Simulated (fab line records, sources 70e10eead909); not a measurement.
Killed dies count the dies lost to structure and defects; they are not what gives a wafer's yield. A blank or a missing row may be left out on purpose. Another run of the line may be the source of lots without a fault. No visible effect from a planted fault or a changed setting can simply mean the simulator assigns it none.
Matching of chambers -- flow nand harc -- NHARC_P_ZERO_WELL_DESCUM_54 on rie diel-12: 4 sister chambers
The step chemistry O2, time 3 s. 14 wafers are shown with their chamber, then 7 later ones without.

WAFERS WITH THEIR CHAMBER
wafer,chamber,drypump motor current A (A),oes product au (a.u.),rf vpp V (V)
L840.2,1,4.9,1.013,57.4
L840.3,2,5.4,1.001,58.4
L840.6,0,4.9,1.007,58.1
L841.1,0,4.9,1.016,57.8
L841.4,2,5.5,1.004,58.3
L841.6,1,4.9,1.022,57.6
L842.1,2,5.4,1.000,57.8
L842.2,3,5.7,1.000,59.3
L842.6,0,4.9,1.018,58.6
L843.2,3,5.7,0.995,57.3
L843.4,2,5.4,0.997,60.2
L843.6,2,5.4,0.992,57.7
L847.2,3,5.7,0.990,59.8
L847.3,2,5.4,1.017,57.6

SIGNATURES (averages over the wafers above)
reading,chamber 0,chamber 1,chamber 2,chamber 3,scatter within a chamber
drypump motor current A,4.900,4.900,5.417,5.700,0.0289
oes product au,1.01367,1.01750,1.00183,0.99500,0.0072
rf vpp V,58.167,57.500,58.333,58.800,0.925
Rule: a wafer lies at a distance from a chamber equal to the root of the sum of squares, over the readings, of (its reading less the chamber's mean, divided by the reading's scatter). If the next closest chamber is less than 2 further off than the closest, the wafer can't be placed; otherwise it belongs to the closest. How the scatter is found: for the shown wafers, subtract from each reading the mean of its chamber, square and add these, divide the total by (wafers less chambers), then take the root.

WAFERS WITHOUT THEIR CHAMBER
wafer,drypump motor current A (A),oes product au (a.u.),rf vpp V (V)
L847.6,5.7,0.997,57.6
L853.1,5.4,1.012,59.0
L853.2,4.9,1.012,56.7
L853.5,4.9,1.019,57.4
L856.3,5.5,1.012,58.6
L856.4,5.7,0.996,57.7
L856.6,5.4,1.016,57.6

CHAMBER TAKEN BY EACH
wafer,from the rows above,in truth
L847.6,3,3
L853.1,2,2
L853.2,can't be placed: 1 or 0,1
L853.5,can't be placed: 1 or 0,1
L856.3,2,2
L856.4,3,3
L856.6,2,2
Correct placement for 5 of the 7. Unplaceable from these rows: 2, with the true chamber sitting among the candidates in 2. Number placed wrongly: 0.
